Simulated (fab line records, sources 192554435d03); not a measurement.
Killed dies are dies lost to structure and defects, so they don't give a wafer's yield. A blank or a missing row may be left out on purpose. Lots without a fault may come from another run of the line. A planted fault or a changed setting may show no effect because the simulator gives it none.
Split-lot experiment | flow n5_finfet | 7 lots, 21 wafers read, on a route of 1938 steps

THE SPLIT
At N5_MOL_CONTACT_COAG_ETCH_67 (etches SOC in N2/H2, target depth 60 nm, overetch 21 nm, time 101.2 s), the setting source_w was moved away from the recipe's 840 W on 10 of the 21 wafers read, by -17.1% to -4.5%. The other wafers ran this setting at the recipe's value.

The reading is taken at the split's own step.

THE READING
rf_vpp_V, in V, at N5_MOL_CONTACT_COAG_ETCH_67 (etches SOC in N2/H2, target depth 60 nm, overetch 21 nm, time 101.2 s). Fault-free wafers of this fab line usually give 524.9 V, standard deviation 2.2 V.

wafer  | tool, chamber at the split | source_w as run, W | against the recipe | rf_vpp_V, V | against lot-mates on the recipe
L075.1 | rie_diel-05, 2             | 840                | recipe             | 527.1       | -
L075.4 | rie_diel-05, 3             | 840                | recipe             | 523.4       | -
L075.5 | rie_diel-05, 1             | 840                | recipe             | 524.1       | -
L077.4 | rie_diel-04, 2             | 840                | recipe             | 527.4       | -
L077.5 | rie_diel-04, 0             | 781                | -7.0%              | 537.5       | +9.5
L077.6 | rie_diel-04, 3             | 840                | recipe             | 528.5       | -
L079.1 | rie_diel-04, 1             | 801.9              | -4.5%              | 531.0       | +9.0
L079.4 | rie_diel-04, 3             | 801.9              | -4.5%              | 535.2       | +13.2
L079.6 | rie_diel-04, 1             | 840                | recipe             | 522.0       | -
L082.3 | rie_diel-04, 3             | 765.4              | -8.9%              | 543.2       | +19.1
L082.4 | rie_diel-04, 3             | 765.4              | -8.9%              | 543.8       | +19.7
L082.5 | rie_diel-04, 0             | 840                | recipe             | 524.1       | -
L085.3 | rie_diel-04, 0             | 840                | recipe             | 522.6       | -
L085.5 | rie_diel-04, 1             | 787.4              | -6.3%              | 535.1       | +12.1
L085.6 | rie_diel-04, 0             | 840                | recipe             | 523.3       | -
L086.2 | rie_diel-04, 1             | 696.3              | -17.1%             | 556.5       | +27.9
L086.4 | rie_diel-04, 3             | 840                | recipe             | 528.6       | -
L086.6 | rie_diel-04, 2             | 696.3              | -17.1%             | 560.1       | +31.5
L092.3 | rie_diel-02, 0             | 774.4              | -7.8%              | 536.7       | +14.0
L092.4 | rie_diel-02, 3             | 840                | recipe             | 522.7       | -
L092.5 | rie_diel-02, 0             | 774.4              | -7.8%              | 538.9       | +16.2

THE FIT
A straight line over all 21 wafers: rf_vpp_V changes by -1.93 V for each +1% of source_w; r = -0.98; the points scatter about the line by 2.3 V.
The same after taking each lot's own level away (the mean of its wafers on the recipe; 21 wafers): -1.81 V for each +1%; r = -0.98; scatter 2 V.
On that fit, the largest move of source_w shifts the reading by 31 V.
The lots' own levels span 522.00 to 528.60 V, that is 3.0 times the standard deviation above.
So the lot-to-lot level changes the slope little: the two slopes agree.
Check: with one of the wafers moved furthest among these (-17.1%) left out of the fit, the line predicts +33 V for it against its lot-mates. It came out at +27.9 V against them.
Tool readings at the split's step, against how far the setting was moved: rf_vpp_V r = -0.98.

OTHER SPLITS ON THESE WAFERS
These wafers also went through other splits before the reading. Each is held against what the fit with the lots' levels taken away leaves over:
other split on the same wafers         | wafers away from the commonest value | r with rf_vpp_V (lot level and that fit taken away)
N5_HKMG_FIN_ETCH_58 source_w           | 7                                    | +0.01
N5_MOL_CONTACT_COAG_ALD_27 ald_cycles  | 6                                    | -0.11
N5_MOL_CONTACT_COAG_ALD_133 ald_cycles | 5                                    | -0.21

THE FILE'S OWN FIT
rf_vpp_V changes by -1.83 V for each +1% of source_w, r = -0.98.
